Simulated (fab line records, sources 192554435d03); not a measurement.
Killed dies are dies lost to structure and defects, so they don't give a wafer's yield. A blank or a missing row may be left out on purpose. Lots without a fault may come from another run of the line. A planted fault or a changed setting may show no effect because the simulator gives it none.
fab line records | flow n5_finfet
record lots=13 wafers=37 last_day=18
route steps=1938 shown BEOL_M8@1345 PASSIVATION@1936
lots that met no fault: from a run of the same line without faults
start_h: hours from the record's first day to the start of the lot's first wafer shown | wait_h: hours since the lot's step before | " the same as in the row above | L1.1+2: a row that stands for several wafers | - no value, or no start given | * or withheld: withheld | < > ~ a bound
route shown NAME@n: a module of which the file shows steps, and the number in the route of the first | usual: mean/standard deviation of fault-free wafers | same: alike in all rows | chamber/n: place in a boat | sites: the reading at each site | _std_site: their standard deviation | _edge_site: outer sites' mean less inner sites' | radius_mm: how far each site lies from the wafer's centre | mask NAME#n: copy n | behind: the tool/chamber that last shaped the wafer | hold: why the lot was held/for how many hours/how that ended | device: the transistor (n, p or np) that didn't switch | end of line: the same wafers' tests at the end of the route | a step without rows: its recipe alone | killed: dies lost to structure and defects at the first sort, not the wafer's yield | map: a wafer's dies, x killed, . not, _ none there
set.NAME: the setting as run; set.NAME@STEP: as run at that earlier step | model.NAME: the simulator's own value behind a step, which no gauge read
steps of the route over a sample of lots; a table a step, a row a wafer
services: from which hour (start_h, from the record's first day; less than 0 if before it) a tool's chamber was out of use, for how many hours, and why
## steps
# step N5_BEOL_M8_CD_MEAS_11
# recipe target_cd_nm=38.5 landing_energy_ev=500 detector=se_inlens polarity=opening
# usual cd_nm=38.4/0.71
# columns lot.wafer tool chamber start_h wait_h cd_nm
L240.3 cd_sem-02 0 211.87 - 37.9
L240.4 " 0 " " 37.6
L240.5 " 0 " " 36.7
L242.2 cd_sem-02 0 222.26 - 36.9
L242.4 " 0 " " 38.3
L242.5 " 0 " " 38.3
L244.1 cd_sem-02 0 226.13 - 37.6
L244.2 " 0 " " 38.1
L244.4 " 0 " " 38.3
L243.5 cd_sem-02 0 235.51 - 39.1
L243.6 " 0 " " 39.5
L245.1 cd_sem-03 0 256.67 - 38.7
L245.5 " 0 " " 37.3
L250.1 cd_sem-02 0 279.93 - 38.1
L250.4 " 0 " " 38.5
L250.5 " 0 " " 39.3
L248.2 cd_sem-02 0 280.09 - 37.4
L248.3 " 0 " " 38.8
L248.4 " 0 " " 38.1
L254.1 cd_sem-03 0 283.70 - 38.5
L254.2 " 0 " " 37.4
L254.3 " 0 " " 38.8
L255.4 cd_sem-02 0 292.28 - 37.2
L255.5 " 0 " " 38.3
L255.6 " 0 " " 37.9
L257.1 cd_sem-02 0 305.98 - 38.3
L257.3 " 0 " " 38.2
L257.6 " 0 " " 38.2
L262.1 cd_sem-03 0 350.50 - 36.9
L262.3 " 0 " " 38.2
L262.6 " 0 " " 37.9
L260.1 cd_sem-03 0 350.67 - 38.9
L260.4 " 0 " " 37.6
L260.5 " 0 " " 38.0
L261.1 cd_sem-02 0 370.21 - 39.0
L261.3 " 0 " " 38.5
L261.5 " 0 " " 38.9
# step N5_BEOL_M8_OVL_MEAS_12
# recipe points_per_wafer=44
# usual M8_OVL=-0.2/0.65
# columns lot.wafer tool chamber start_h wait_h M8_OVL[nm]
L240.3 overlay-01 0 211.90 0.0 -0.3
L240.4 " 0 " " -0.8
L240.5 " 0 " " -1.4
L242.2 overlay-01 0 222.29 0.0 -1.2
L242.4 " 0 " " -0.4
L242.5 " 0 " " 0.6
L244.1 overlay-01 0 226.16 0.0 0.1
L244.2 " 0 " " -0.4
L244.4 " 0 " " 0.2
L243.5 overlay-01 0 235.54 0.0 0.3
L243.6 " 0 " " -1.2
L245.1 overlay-02 0 256.70 0.0 -0.1
L245.5 " 0 " " 0.2
L250.1 overlay-01 0 279.96 0.0 0.5
L250.4 " 0 " " 0.9
L250.5 " 0 " " 0.8
L248.2 overlay-02 0 280.12 0.0 0.7
L248.3 " 0 " " -1.3
L248.4 " 0 " " -0.7
L254.1 overlay-02 0 283.73 0.0 0.2
L254.2 " 0 " " 0.3
L254.3 " 0 " " 0.7
L255.4 overlay-01 0 292.32 0.0 0.8
L255.5 " 0 " " -0.1
L255.6 " 0 " " 1.0
L257.1 overlay-01 0 306.01 0.0 -0.4
L257.3 " 0 " " -1.6
L257.6 " 0 " " -0.8
L262.1 overlay-01 0 350.53 0.0 1.4
L262.3 " 0 " " 0.4
L262.6 " 0 " " 0.1
L260.1 overlay-01 0 350.70 0.0 -0.4
L260.4 " 0 " " -1.8
L260.5 " 0 " " -1.2
L261.1 overlay-02 0 370.25 0.0 -0.5
L261.3 " 0 " " -1.1
L261.5 " 0 " " -1.1
# step N5_BEOL_M8_COAT_71
# recipe resist=underlayer temp_c=205 time_s=60 spin_rpm=1500 resist_thk_nm=5
# usual spin_speed_rpm=1500.0/0.95
# columns lot.wafer tool chamber start_h wait_h spin_speed_rpm
L240.3 litho_track-01 0 212.56 - 1500.1
L240.4 " 0 " " 1499.1
L240.5 " 0 " " 1499.5
L242.2 litho_track-03 0 224.49 - 1500.1
L242.4 " 0 " " 1499.4
L242.5 " 0 " " 1496.7
L244.1 litho_track-01 0 227.99 - 1499.3
L244.2 " 0 " " 1500.0
L244.4 " 0 " " 1500.0
L243.5 litho_track-01 0 236.85 - 1500.4
L243.6 " 0 " " 1498.9
L245.1 litho_track-03 0 257.99 - 1499.8
L245.5 " 0 " " 1501.0
L250.1 litho_track-01 0 280.68 - 1578.4
L250.4 " 0 " " 1577.4
L250.5 " 0 " " 1579.4
L248.2 litho_track-01 0 281.13 - 1577.4
L248.3 " 0 " " 1577.1
L248.4 " 0 " " 1577.3
L254.1 litho_track-01 0 284.30 - 1576.7
L254.2 " 0 " " 1577.7
L254.3 " 0 " " 1576.8
L255.4 litho_track-05 0 292.97 - 1499.7
L255.5 " 0 " " 1500.8
L255.6 " 0 " " 1498.8
L257.1 litho_track-03 0 307.51 - 1500.5
L257.3 " 0 " " 1499.3
L257.6 " 0 " " 1500.3
L260.1 litho_track-03 0 353.47 - 1502.0
L260.4 " 0 " " 1500.2
L260.5 " 0 " " 1499.8
L262.1 litho_track-05 0 353.47 - 1500.5
L262.3 " 0 " " 1500.1
L262.6 " 0 " " 1500.0
L261.1 litho_track-01 0 372.18 - 1499.3
L261.3 " 0 " " 1499.0
L261.5 " 0 " " 1499.5
# step N5_BEOL_M8_OVL_MEAS_29
# recipe points_per_wafer=522
# usual V7_OVL=-0.2/0.73
# columns lot.wafer tool chamber start_h wait_h V7_OVL[nm]
L240.3 overlay-01 0 213.00 0.0 -1.6
L240.4 " 0 " " -1.3
L240.5 " 0 " " -1.1
L242.2 overlay-01 0 224.79 0.0 0.6
L242.4 " 0 " " -0.2
L242.5 " 0 " " 1.7
L244.1 overlay-02 0 228.49 0.0 1.6
L244.2 " 0 " " 1.2
L244.4 " 0 " " 0.8
L243.5 overlay-01 0 237.16 0.0 -0.8
L243.6 " 0 " " 0.0
L245.1 overlay-02 0 258.28 0.0 -0.5
L245.5 " 0 " " 0.1
L250.1 overlay-02 0 281.10 0.0 0.3
L250.4 " 0 " " -0.4
L250.5 " 0 " " -1.1
L248.2 overlay-01 0 281.55 0.0 0.2
L248.3 " 0 " " 0.5
L248.4 " 0 " " -0.4
L254.1 overlay-02 0 284.59 0.0 -0.6
L254.2 " 0 " " 0.4
L254.3 " 0 " " -1.0
L255.4 overlay-02 0 293.28 0.0 -0.6
L255.5 " 0 " " 0.1
L255.6 " 0 " " 1.2
L257.1 overlay-01 0 307.93 0.0 0.1
L257.3 " 0 " " 0.1
L257.6 " 0 " " -0.2
L260.1 overlay-01 0 353.88 0.0 -0.5
L260.4 " 0 " " -0.5
L260.5 " 0 " " 0.3
L262.1 overlay-02 0 353.93 0.0 -0.6
L262.3 " 0 " " -1.1
L262.6 " 0 " " -2.0
L261.1 overlay-01 0 372.63 0.0 0.4
L261.3 " 0 " " 0.0
L261.5 " 0 " " 0.3
# step N5_PASSIVATION_PROBE_49
# usual defect_limited_yield=91.0/1.4 killed_at_M0_to_M3=36/9.6 killed_at_M4_up=14/6.1 killed_at_contacts=13/6.6 killed_at_front_end=40/11 killed_at_other=3.2/2.9 killed_dies=106/17 killed_on_rim=14/3.9 killed_open=71/12 killed_short=33/7.3 sort_bin_4_leakage=0.02/0.11 sort_bin_5_function=5.3/1 sort_bin_6_memory=3.4/0.68 sort_n_pass=1073/19 sort_yield_pct=91.0/1.6
# same gross_dies=1180 killed_at_back_side=0 sort_bin_8_speed[%]=0
# columns lot.wafer tool chamber start_h wait_h defect_limited_yield[%] killed_at_M0_to_M3 killed_at_M4_up killed_at_contacts killed_at_front_end killed_at_other killed_dies killed_on_rim killed_open killed_short sort_bin_4_leakage[%] sort_bin_5_function[%] sort_bin_6_memory[%] sort_n_pass sort_yield_pct[%]
L240.3 prober-02 - 287.97 0.1 92.0 26 6 22 39 1 94 17 65 27 0 5.0 2.6 1086 92.0
L240.4 prober-02 - 288.02 0.2 92.9 33 9 22 19 1 84 8 58 23 0 4.7 2.0 1096 92.9
L240.5 prober-02 - 288.07 0.2 93.9 28 7 16 17 4 72 14 54 18 0.68 3.3 2.6 1100 93.2
L242.2 prober-01 - 299.45 0.1 91.8 42 16 12 26 1 97 10 64 32 0 4.7 3.2 1083 91.8
L242.4 prober-01 - 299.55 0.2 92.1 25 8 12 42 6 93 11 55 38 0 5.4 2.0 1087 92.1
L242.5 prober-01 - 299.60 0.2 91.1 32 19 8 42 4 105 10 68 35 0 5.2 3.6 1075 91.1
L244.1 prober-02 - 302.80 0.0 91.4 47 16 7 28 4 102 15 76 26 0 5.3 3.2 1078 91.4
L244.2 prober-02 - 302.85 0.1 90.2 24 29 6 49 8 116 17 77 32 0 5.8 3.6 1064 90.2
L244.4 prober-02 - 302.95 0.2 92.6 30 8 10 35 4 87 11 53 33 0 4.6 2.7 1093 92.6
L243.5 prober-01 - 315.39 0.2 91.9 29 7 2 50 7 95 14 73 21 0 5.5 2.5 1085 91.9
L243.6 prober-01 - 315.44 0.3 92.0 25 16 11 37 5 94 11 58 34 0.17 4.7 2.6 1084 91.9
L245.1 prober-01 - 327.19 0.0 91.9 29 16 11 38 1 95 13 64 31 0 5.0 2.9 1085 91.9
L245.5 prober-01 - 327.39 0.2 90.3 39 11 15 50 0 115 12 75 40 0 6.4 3.1 1065 90.3
L250.1 prober-02 - 348.04 0.0 92.4 30 12 24 23 1 90 9 68 22 0 4.4 2.9 1090 92.4
L250.4 prober-02 - 348.19 0.2 90.4 32 11 25 41 4 113 14 72 41 0 5.2 4.2 1067 90.4
L250.5 prober-02 - 348.24 0.2 91.5 20 18 24 36 2 100 13 68 30 0 5.0 3.1 1080 91.5
L248.2 prober-02 - 353.65 0.1 90.9 27 16 28 35 1 107 11 69 34 0 5.1 3.6 1073 90.9
L248.3 prober-02 - 353.70 0.1 91.5 40 8 24 28 0 100 10 64 36 0 5.3 3.2 1080 91.5
L248.4 prober-02 - 353.75 0.2 89.7 46 19 15 38 3 121 18 84 33 0 6.9 3.2 1059 89.7
L254.1 prober-02 - 356.35 0.0 89.4 55 14 14 38 4 125 18 78 47 0 5.8 4.3 1055 89.4
L254.2 prober-02 - 356.40 0.1 87.9 60 15 26 38 4 143 21 92 46 0 8.4 3.5 1037 87.9
L254.3 prober-02 - 356.45 0.1 91.0 40 13 21 30 2 106 21 64 42 0 5.5 3.1 1074 91.0
L255.4 prober-01 - 371.56 0.2 91.3 39 6 7 50 1 103 18 75 28 0 5.5 3.1 1077 91.3
L255.5 prober-01 - 371.61 0.2 89.6 56 12 7 47 1 123 20 91 31 0 5.4 4.8 1057 89.6
L255.6 prober-01 - 371.66 0.3 91.0 29 12 9 54 2 106 10 73 33 0 4.8 3.6 1074 91.0
L257.1 prober-01 - 385.25 0.0 92.2 32 25 13 22 0 92 12 58 34 0 4.3 3.3 1088 92.2
L257.3 prober-01 - 385.35 0.1 90.6 50 12 8 41 0 111 10 64 39 0 5.7 2.8 1069 90.6
L257.6 prober-01 - 385.50 0.3 90.2 59 15 16 26 0 116 16 79 34 0 4.9 4.6 1064 90.2
L262.1 prober-01 - 425.14 0.0 90.6 43 5 10 51 2 111 13 76 34 0 5.3 3.9 1069 90.6
L262.3 prober-01 - 425.24 0.1 92.6 32 11 13 27 4 87 9 62 22 0 4.2 3.0 1093 92.6
L262.6 prober-01 - 425.39 0.3 93.0 23 11 21 28 0 83 6 64 18 0 4.1 2.8 1097 93.0
L260.1 prober-02 - 426.15 0.0 92.8 27 9 23 24 2 85 8 54 30 0 4.3 2.8 1095 92.8
L260.4 prober-02 - 426.30 0.2 92.9 26 16 11 25 6 84 12 58 22 0 3.8 3.1 1096 92.9
L260.5 prober-02 - 426.35 0.2 92.8 30 9 12 29 5 85 14 53 28 0 4.3 2.7 1095 92.8
L261.1 prober-02 - 443.20 0.1 92.0 48 8 9 27 2 94 9 72 22 0 4.8 2.9 1086 92.0
L261.3 prober-02 - 443.30 0.2 88.9 68 10 3 46 4 131 14 91 38 0 5.8 5.0 1049 88.9
L261.5 prober-02 - 443.40 0.3 92.9 24 16 7 35 2 84 6 54 28 0 4.3 2.5 1096 92.9
# killed by level:class
L240.3 MOL_CONTACT_COAG:geometric_particle:open=17 BEOL_M3:geometric_particle:open=6 STI_FIN_REVEAL:geometric_particle:open=6 BEOL_M0_SAQP:geometric_particle:short=6 STARTING-WAFER:geometric_particle:open=6 MOL_CONTACT_COAG:geometric_particle:short=5 BEOL_M2:geometric_particle:open=5 STARTING-WAFER:geometric_particle:short=5
L240.4 MOL_CONTACT_COAG:geometric_particle:open=19 BEOL_M0_SAQP:geometric_particle:short=9 BEOL_M3:geometric_particle:open=8 BEOL_M0_SAQP:geometric_particle:open=5 BEOL_M2:geometric_particle:open=5 STI_FIN_REVEAL:geometric_particle:open=4 GATE_CUT:geometric_particle:open=3 MOL_CONTACT_COAG:geometric_particle:short=3
L240.5 MOL_CONTACT_COAG:geometric_particle:open=15 BEOL_M3:geometric_particle:open=8 BEOL_M0_SAQP:geometric_particle:open=6 STI_FIN_REVEAL:geometric_particle:open=4 BEOL_M3:geometric_particle:short=4 FIN_SAQP:geometric_particle:open=3 FIN_SAQP:geometric_particle:short=3 BEOL_M1:geometric_particle:short=3
L242.2 MOL_CONTACT_COAG:geometric_particle:open=11 BEOL_M0_SAQP:geometric_particle:open=11 BEOL_M0_SAQP:geometric_particle:short=11 BEOL_M1:geometric_particle:open=7 BEOL_M2:geometric_particle:open=6 FIN_SAQP:geometric_particle:short=5 STI_FIN_REVEAL:geometric_particle:open=5 BEOL_M4:geometric_particle:open=5
L242.4 MOL_CONTACT_COAG:geometric_particle:open=9 BEOL_M1:geometric_particle:open=9 STI_FIN_REVEAL:geometric_particle:open=7 STARTING-WAFER:geometric_particle:short=6 STI_FIN_REVEAL:geometric_particle:short=5 DUMMY_GATE:geometric_particle:open=5 FIN_SAQP:geometric_particle:short=4 GATE_CUT:geometric_particle:short=4
L242.5 FIN_SAQP:geometric_particle:open=11 BEOL_M1:geometric_particle:open=10 BEOL_M0_SAQP:geometric_particle:short=9 STI_FIN_REVEAL:geometric_particle:open=8 BEOL_M0_SAQP:geometric_particle:open=8 BEOL_M4:geometric_particle:open=8 GATE_CUT:geometric_particle:short=6 FIN_SAQP:geometric_particle:short=5
L244.1 BEOL_M1:geometric_particle:open=13 BEOL_M3:geometric_particle:open=11 STI_FIN_REVEAL:geometric_particle:open=8 BEOL_M4:geometric_particle:open=7 MOL_CONTACT_COAG:geometric_particle:open=5 BEOL_M0_SAQP:geometric_particle:short=5 BEOL_M2:geometric_particle:open=5 GATE_CUT:geometric_particle:short=4
L244.2 BEOL_M4:geometric_particle:open=17 FIN_SAQP:geometric_particle:open=14 BEOL_M2:geometric_particle:open=14 FIN_SAQP:geometric_particle:short=8 STI_FIN_REVEAL:geometric_particle:open=7 DUMMY_GATE:geometric_particle:open=4 GATE_CUT:geometric_particle:short=4 MOL_CONTACT_COAG:geometric_particle:open=4
L244.4 FIN_SAQP:geometric_particle:open=8 FIN_SAQP:geometric_particle:short=8 MOL_CONTACT_COAG:geometric_particle:open=7 BEOL_M2:geometric_particle:open=6 BEOL_M0_SAQP:geometric_particle:short=6 STI_FIN_REVEAL:geometric_particle:open=5 BEOL_M0_SAQP:geometric_particle:open=5 BEOL_M3:geometric_particle:open=4
L243.5 FIN_SAQP:geometric_particle:open=15 BEOL_M2:geometric_particle:open=8 BEOL_M1:geometric_particle:open=7 GATE_CUT:geometric_particle:open=6 STI_FIN_REVEAL:geometric_particle:open=5 BEOL_M3:geometric_particle:open=5 ILD0:geometric_particle:short=4 GATE_CUT:geometric_particle:short=4
L243.6 BEOL_M2:geometric_particle:open=8 FIN_SAQP:geometric_particle:open=7 MOL_CONTACT_COAG:geometric_particle:short=6 BEOL_M4:geometric_particle:open=6 FIN_SAQP:geometric_particle:short=5 STI_FIN_REVEAL:geometric_particle:open=5 MOL_CONTACT_COAG:geometric_particle:open=5 BEOL_M4:geometric_particle:short=4
L245.1 STI_FIN_REVEAL:geometric_particle:open=13 MOL_CONTACT_COAG:geometric_particle:open=11 FIN_SAQP:geometric_particle:open=6 STI_FIN_REVEAL:geometric_particle:short=6 BEOL_M2:geometric_particle:open=6 FIN_SAQP:geometric_particle:short=5 BEOL_M3:geometric_particle:short=5 BEOL_M0_SAQP:geometric_particle:short=5
L245.5 FIN_SAQP:geometric_particle:open=15 FIN_SAQP:geometric_particle:short=14 MOL_CONTACT_COAG:geometric_particle:open=12 STI_FIN_REVEAL:geometric_particle:open=10 BEOL_M0_SAQP:geometric_particle:short=9 BEOL_M0_SAQP:geometric_particle:open=7 BEOL_M2:geometric_particle:open=7 BEOL_M3:geometric_particle:open=7
L250.1 MOL_CONTACT_COAG:geometric_particle:open=16 MOL_CONTACT_COAG:geometric_particle:short=8 BEOL_M0_SAQP:geometric_particle:open=8 STI_FIN_REVEAL:geometric_particle:open=7 BEOL_M3:geometric_particle:open=7 BEOL_M2:geometric_particle:open=6 BEOL_M0_SAQP:geometric_particle:short=4 BEOL_M4:geometric_particle:open=4
L250.4 MOL_CONTACT_COAG:geometric_particle:open=23 FIN_SAQP:geometric_particle:short=11 BEOL_M0_SAQP:geometric_particle:open=7 FIN_SAQP:geometric_particle:open=6 BEOL_M3:geometric_particle:open=6 DUMMY_GATE:geometric_particle:open=5 BEOL_M0_SAQP:geometric_particle:short=5 BEOL_M0:geometric_particle:open=5
L250.5 MOL_CONTACT_COAG:geometric_particle:open=20 FIN_SAQP:geometric_particle:short=8 BEOL_M4:geometric_particle:open=5 BEOL_M2:geometric_particle:open=5 DUMMY_GATE:geometric_particle:open=4 BEOL_M0:geometric_particle:open=4 MOL_CONTACT_COAG:geometric_particle:short=4 STARTING-WAFER:geometric_particle:short=4
L248.2 MOL_CONTACT_COAG:geometric_particle:open=22 BEOL_M2:geometric_particle:open=8 GATE_CUT:geometric_particle:short=6 BEOL_M5:geometric_particle:open=6 DUMMY_GATE:geometric_particle:open=5 MOL_CONTACT_COAG:geometric_particle:short=5 DUMMY_GATE:geometric_particle:short=4 GATE_CUT:geometric_particle:open=4
L248.3 MOL_CONTACT_COAG:geometric_particle:open=18 GATE_CUT:geometric_particle:short=7 BEOL_M0_SAQP:geometric_particle:open=7 BEOL_M0_SAQP:geometric_particle:short=7 STI_FIN_REVEAL:geometric_particle:open=6 MOL_CONTACT_COAG:geometric_particle:short=6 BEOL_M3:geometric_particle:short=6 BEOL_M2:geometric_particle:open=5
L248.4 BEOL_M1:geometric_particle:open=11 MOL_CONTACT_COAG:geometric_particle:open=11 BEOL_M2:geometric_particle:open=11 STI_FIN_REVEAL:geometric_particle:open=6 BEOL_M0_SAQP:geometric_particle:short=6 BEOL_M0_SAQP:geometric_particle:open=6 BEOL_M3:geometric_particle:open=6 BEOL_M5:geometric_particle:open=6
L254.1 STI_FIN_REVEAL:geometric_particle:open=10 BEOL_M3:geometric_particle:open=10 FIN_SAQP:geometric_particle:open=9 BEOL_M2:geometric_particle:open=9 MOL_CONTACT_COAG:geometric_particle:open=8 BEOL_M0_SAQP:geometric_particle:short=7 BEOL_M0_SAQP:geometric_particle:open=7 BEOL_M4:geometric_particle:open=7
L254.2 MOL_CONTACT_COAG:geometric_particle:open=20 BEOL_M0_SAQP:geometric_particle:short=16 BEOL_M2:geometric_particle:open=12 BEOL_M0_SAQP:geometric_particle:open=11 FIN_SAQP:geometric_particle:open=9 BEOL_M4:geometric_particle:open=9 BEOL_M1:geometric_particle:open=7 BEOL_M3:geometric_particle:open=7
L254.3 MOL_CONTACT_COAG:geometric_particle:open=16 BEOL_M0_SAQP:geometric_particle:short=10 BEOL_M1:geometric_particle:open=10 BEOL_M2:geometric_particle:open=7 BEOL_M4:geometric_particle:open=7 FIN_SAQP:geometric_particle:short=5 MOL_CONTACT_COAG:geometric_particle:short=5 BEOL_M0_SAQP:geometric_particle:open=5
L255.4 FIN_SAQP:geometric_particle:open=17 STI_FIN_REVEAL:geometric_particle:open=11 BEOL_M0_SAQP:geometric_particle:open=10 BEOL_M2:geometric_particle:open=10 FIN_SAQP:geometric_particle:short=7 BEOL_M3:geometric_particle:open=7 DUMMY_GATE:geometric_particle:open=6 MOL_CONTACT_COAG:geometric_particle:open=6
L255.5 STI_FIN_REVEAL:geometric_particle:open=16 BEOL_M3:geometric_particle:open=14 BEOL_M0_SAQP:geometric_particle:open=13 BEOL_M4:geometric_particle:open=11 FIN_SAQP:geometric_particle:open=10 BEOL_M0_SAQP:geometric_particle:short=9 BEOL_M2:geometric_particle:open=7 FIN_SAQP:geometric_particle:short=6
L255.6 FIN_SAQP:geometric_particle:open=16 STI_FIN_REVEAL:geometric_particle:open=12 MOL_CONTACT_COAG:geometric_particle:open=8 FIN_SAQP:geometric_particle:short=7 BEOL_M0_SAQP:geometric_particle:short=7 BEOL_M0_SAQP:geometric_particle:open=6 BEOL_M4:geometric_particle:open=5 STI_FIN_REVEAL:geometric_particle:short=4
L257.1 BEOL_M4:geometric_particle:open=13 MOL_CONTACT_COAG:geometric_particle:open=10 BEOL_M1:geometric_particle:open=10 BEOL_M0_SAQP:geometric_particle:short=9 BEOL_M1:geometric_particle:short=7 STARTING-WAFER:geometric_particle:open=4 STARTING-WAFER:geometric_particle:short=4 FIN_SAQP:geometric_particle:short=3
L257.3 BEOL_M1:geometric_particle:open=14 BEOL_M0_SAQP:geometric_particle:open=10 FIN_SAQP:geometric_particle:short=9 BEOL_M4:geometric_particle:open=8 BEOL_M1:geometric_particle:short=7 BEOL_M2:geometric_particle:open=7 MOL_CONTACT_COAG:geometric_particle:open=6 FIN_SAQP:geometric_particle:open=5
L257.6 BEOL_M1:geometric_particle:open=18 MOL_CONTACT_COAG:geometric_particle:open=13 BEOL_M0_SAQP:geometric_particle:open=12 BEOL_M0_SAQP:geometric_particle:short=11 BEOL_M1:geometric_particle:short=6 FIN_SAQP:geometric_particle:short=5 FIN_SAQP:geometric_particle:open=5 BEOL_M3:geometric_particle:open=4
L262.1 BEOL_M2:geometric_particle:open=21 STI_FIN_REVEAL:geometric_particle:open=19 MOL_CONTACT_COAG:geometric_particle:open=8 FIN_SAQP:geometric_particle:open=7 FIN_SAQP:geometric_particle:short=7 GATE_CUT:geometric_particle:short=5 STARTING-WAFER:geometric_particle:short=5 BEOL_M0_SAQP:geometric_particle:short=4
L262.3 MOL_CONTACT_COAG:geometric_particle:open=10 BEOL_M0_SAQP:geometric_particle:open=9 BEOL_M2:geometric_particle:open=8 BEOL_M4:geometric_particle:open=7 STI_FIN_REVEAL:geometric_particle:open=5 DUMMY_GATE:geometric_particle:open=5 BEOL_M1:geometric_particle:open=5 MOL_CONTACT_COAG:geometric_particle:short=3
L262.6 MOL_CONTACT_COAG:geometric_particle:open=16 FIN_SAQP:geometric_particle:open=7 STI_FIN_REVEAL:geometric_particle:open=7 BEOL_M2:geometric_particle:open=7 BEOL_M0_SAQP:geometric_particle:open=5 MOL_CONTACT_COAG:geometric_particle:short=5 BEOL_M1:geometric_particle:open=5 BEOL_M4:geometric_particle:open=4
L260.1 MOL_CONTACT_COAG:geometric_particle:open=19 STARTING-WAFER:geometric_particle:short=6 BEOL_M2:geometric_particle:open=5 BEOL_M0_SAQP:geometric_particle:open=5 BEOL_M3:geometric_particle:open=5 MOL_CONTACT_COAG:geometric_particle:short=4 BEOL_M0_SAQP:geometric_particle:short=4 BEOL_M4:geometric_particle:open=4
L260.4 MOL_CONTACT_COAG:geometric_particle:open=9 DUMMY_GATE:geometric_particle:open=7 BEOL_M0_SAQP:geometric_particle:short=5 BEOL_M2:geometric_particle:open=5 BEOL_M4:geometric_particle:open=5 STI_FIN_REVEAL:geometric_particle:open=4 GATE_CUT:geometric_particle:short=4 BEOL_M0_SAQP:geometric_particle:open=4
L260.5 MOL_CONTACT_COAG:geometric_particle:open=11 BEOL_M2:geometric_particle:open=7 FIN_SAQP:geometric_particle:short=5 BEOL_M1:geometric_particle:open=5 BEOL_M4:geometric_particle:open=5 BEOL_M0_SAQP:geometric_particle:open=4 BEOL_M0_SAQP:geometric_particle:short=4 BEOL_M0:geometric_particle:short=4
L261.1 BEOL_M2:geometric_particle:open=18 BEOL_M1:geometric_particle:open=15 STI_FIN_REVEAL:geometric_particle:open=12 BEOL_M0_SAQP:geometric_particle:open=6 MOL_CONTACT_COAG:geometric_particle:open=5 BEOL_M4:geometric_particle:open=5 GATE_CUT:geometric_particle:short=4 MOL_CONTACT_COAG:geometric_particle:short=4
L261.3 BEOL_M1:geometric_particle:open=19 BEOL_M0_SAQP:geometric_particle:open=14 GATE_CUT:geometric_particle:open=12 BEOL_M2:geometric_particle:open=11 STI_FIN_REVEAL:geometric_particle:open=9 BEOL_M0_SAQP:geometric_particle:short=8 BEOL_M4:geometric_particle:open=6 GATE_CUT:geometric_particle:short=6
L261.5 GATE_CUT:geometric_particle:short=7 BEOL_M0_SAQP:geometric_particle:short=6 MOL_CONTACT_COAG:geometric_particle:open=6 BEOL_M4:geometric_particle:open=6 BEOL_M1:geometric_particle:open=5 BEOL_M2:geometric_particle:open=5 FIN_SAQP:geometric_particle:open=4 DUMMY_GATE:geometric_particle:open=4
## services
# columns tool chamber start_h hours kind
litho_track-03 - 265.50 - consumable_replace:filter
litho_track-03 - 289.12 - consumable_replace:filter
## key
first_sign step=N5_BEOL_M8_COAT_71 reading=spin_speed_rpm direction=up sigmas=82 usual=* struck=*
effect none on later readings
met_at N5_BEOL_M8_COAT_71
struck_lots L248,L250,L254
not_acting_at N5_BEOL_M8_CD_MEAS_11,N5_BEOL_M8_OVL_MEAS_12,N5_BEOL_M8_OVL_MEAS_29
onset_between 236.85 280.68
fault kind=process_parameter_drift tool=litho_track-01 chamber=- onset_h=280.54 steps=N5_BEOL_M8_COAT_71 channel=spin_rpm offset=* shape=step end_h=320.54 acts_in=* stated=*
